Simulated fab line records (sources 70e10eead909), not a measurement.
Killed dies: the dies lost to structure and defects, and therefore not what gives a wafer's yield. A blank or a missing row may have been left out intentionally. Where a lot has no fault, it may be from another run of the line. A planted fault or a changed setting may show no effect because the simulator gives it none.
Matching of chambers :: flow nandHarc :: 4 sister chambers for NHARC_A_CONTACT_ETCH_110 on rieDiel-07
The step etches the open film in CF4/O2, target depth 50 nm, overetch 5 nm, time 27.5 s. 20 wafers are shown with their chamber, then 10 later ones without.

== WAFERS WITH THEIR CHAMBER ==
wafer: L077.2
chamber: 2
showerheadPlenumPTorr (Torr): 1.23
rfVppV (V): 196.1
oesProductAu (a.u.): 1.017

wafer: L077.4
chamber: 3
showerheadPlenumPTorr (Torr): 1.24
rfVppV (V): 196.1
oesProductAu (a.u.): 0.991

wafer: L077.6
chamber: 1
showerheadPlenumPTorr (Torr): 1.36
rfVppV (V): 199.1
oesProductAu (a.u.): 1.003

wafer: L081.2
chamber: 1
showerheadPlenumPTorr (Torr): 1.36
rfVppV (V): 197.7
oesProductAu (a.u.): 1.002

wafer: L081.5
chamber: 3
showerheadPlenumPTorr (Torr): 1.24
rfVppV (V): 195.8
oesProductAu (a.u.): 1.005

wafer: L081.6
chamber: 0
showerheadPlenumPTorr (Torr): 1.41
rfVppV (V): 199.2
oesProductAu (a.u.): 1.011

wafer: L084.1
chamber: 1
showerheadPlenumPTorr (Torr): 1.36
rfVppV (V): 198.7
oesProductAu (a.u.): 0.996

wafer: L084.3
chamber: 2
showerheadPlenumPTorr (Torr): 1.44
rfVppV (V): 200.4
oesProductAu (a.u.): 1.011

wafer: L084.4
chamber: 0
showerheadPlenumPTorr (Torr): 1.41
rfVppV (V): 200.0
oesProductAu (a.u.): 1.009

wafer: L083.1
chamber: 2
showerheadPlenumPTorr (Torr): 1.45
rfVppV (V): 199.4
oesProductAu (a.u.): 0.997

wafer: L083.2
chamber: 1
showerheadPlenumPTorr (Torr): 1.36
rfVppV (V): 197.9
oesProductAu (a.u.): 0.995

wafer: L083.3
chamber: 3
showerheadPlenumPTorr (Torr): 1.24
rfVppV (V): 195.9
oesProductAu (a.u.): 0.998

wafer: L085.4
chamber: 3
showerheadPlenumPTorr (Torr): 1.23
rfVppV (V): 194.5
oesProductAu (a.u.): 0.998

wafer: L085.5
chamber: 3
showerheadPlenumPTorr (Torr): 1.24
rfVppV (V): 196.3
oesProductAu (a.u.): 0.996

wafer: L085.6
chamber: 0
showerheadPlenumPTorr (Torr): 1.41
rfVppV (V): 197.7
oesProductAu (a.u.): 1.004

wafer: L091.1
chamber: 1
showerheadPlenumPTorr (Torr): 1.36
rfVppV (V): 198.3
oesProductAu (a.u.): 1.004

wafer: L091.3
chamber: 2
showerheadPlenumPTorr (Torr): 1.44
rfVppV (V): 200.4
oesProductAu (a.u.): 1.010

wafer: L091.5
chamber: 3
showerheadPlenumPTorr (Torr): 1.23
rfVppV (V): 195.5
oesProductAu (a.u.): 1.013

wafer: L089.1
chamber: 1
showerheadPlenumPTorr (Torr): 1.36
rfVppV (V): 196.7
oesProductAu (a.u.): 0.995

wafer: L089.3
chamber: 2
showerheadPlenumPTorr (Torr): 1.44
rfVppV (V): 199.7
oesProductAu (a.u.): 0.991

SIGNATURES (averages over the wafers above)
reading: showerheadPlenumPTorr
chamber 0: 1.4100
chamber 1: 1.3600
chamber 2: 1.4000
chamber 3: 1.2367
scatter within a chamber: 0.0477

reading: rfVppV
chamber 0: 198.967
chamber 1: 198.067
chamber 2: 199.200
chamber 3: 195.683
scatter within a chamber: 1.15

reading: oesProductAu
chamber 0: 1.00800
chamber 1: 0.99917
chamber 2: 1.00520
chamber 3: 1.00017
scatter within a chamber: 0.00742
Rule: distance of a wafer from a chamber = root of the sum over the readings of ((wafer's reading minus chamber's mean) / reading's scatter) squared. If the next closest chamber is less than 2 further off than the closest, the wafer can't be placed; otherwise it belongs to the closest. The scatter is the square root of a quotient: the sum, over the shown wafers, of each reading's squared deviation from its chamber's mean, divided by wafers minus chambers.

== WAFERS WHOSE CHAMBER IS MISSING ==
wafer: L089.6
showerheadPlenumPTorr (Torr): 1.23
rfVppV (V): 196.1
oesProductAu (a.u.): 0.997

wafer: L093.1
showerheadPlenumPTorr (Torr): 1.23
rfVppV (V): 196.1
oesProductAu (a.u.): 0.993

wafer: L093.2
showerheadPlenumPTorr (Torr): 1.41
rfVppV (V): 198.9
oesProductAu (a.u.): 1.007

wafer: L093.6
showerheadPlenumPTorr (Torr): 1.44
rfVppV (V): 200.7
oesProductAu (a.u.): 1.004

wafer: L092.2
showerheadPlenumPTorr (Torr): 1.36
rfVppV (V): 199.1
oesProductAu (a.u.): 0.999

wafer: L092.5
showerheadPlenumPTorr (Torr): 1.41
rfVppV (V): 201.2
oesProductAu (a.u.): 1.003

wafer: L092.6
showerheadPlenumPTorr (Torr): 1.36
rfVppV (V): 198.6
oesProductAu (a.u.): 1.006

wafer: L096.2
showerheadPlenumPTorr (Torr): 1.41
rfVppV (V): 200.3
oesProductAu (a.u.): 1.006

wafer: L096.3
showerheadPlenumPTorr (Torr): 1.44
rfVppV (V): 200.1
oesProductAu (a.u.): 1.001

wafer: L096.4
showerheadPlenumPTorr (Torr): 1.36
rfVppV (V): 198.9
oesProductAu (a.u.): 1.004

== WHICH CHAMBER EACH ONE RAN IN ==
wafer: L089.6
from the rows above: 3
in truth: 3

wafer: L093.1
from the rows above: 3
in truth: 3

wafer: L093.2
from the rows above: can't be placed: 0 or 2 or 1
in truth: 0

wafer: L093.6
from the rows above: can't be placed: 2 or 0 or 1
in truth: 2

wafer: L092.2
from the rows above: can't be placed: 1 or 2 or 0
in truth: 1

wafer: L092.5
from the rows above: can't be placed: 2 or 0 or 1
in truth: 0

wafer: L092.6
from the rows above: can't be placed: 2 or 1 or 0
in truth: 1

wafer: L096.2
from the rows above: can't be placed: 2 or 0 or 1
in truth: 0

wafer: L096.3
from the rows above: can't be placed: 2 or 0 or 1
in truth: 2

wafer: L096.4
from the rows above: can't be placed: 2 or 1 or 0
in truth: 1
2 of 10 placed correctly. Not placeable from these rows: 8 (in 8, the candidates include the true chamber). Placed wrongly: 0.
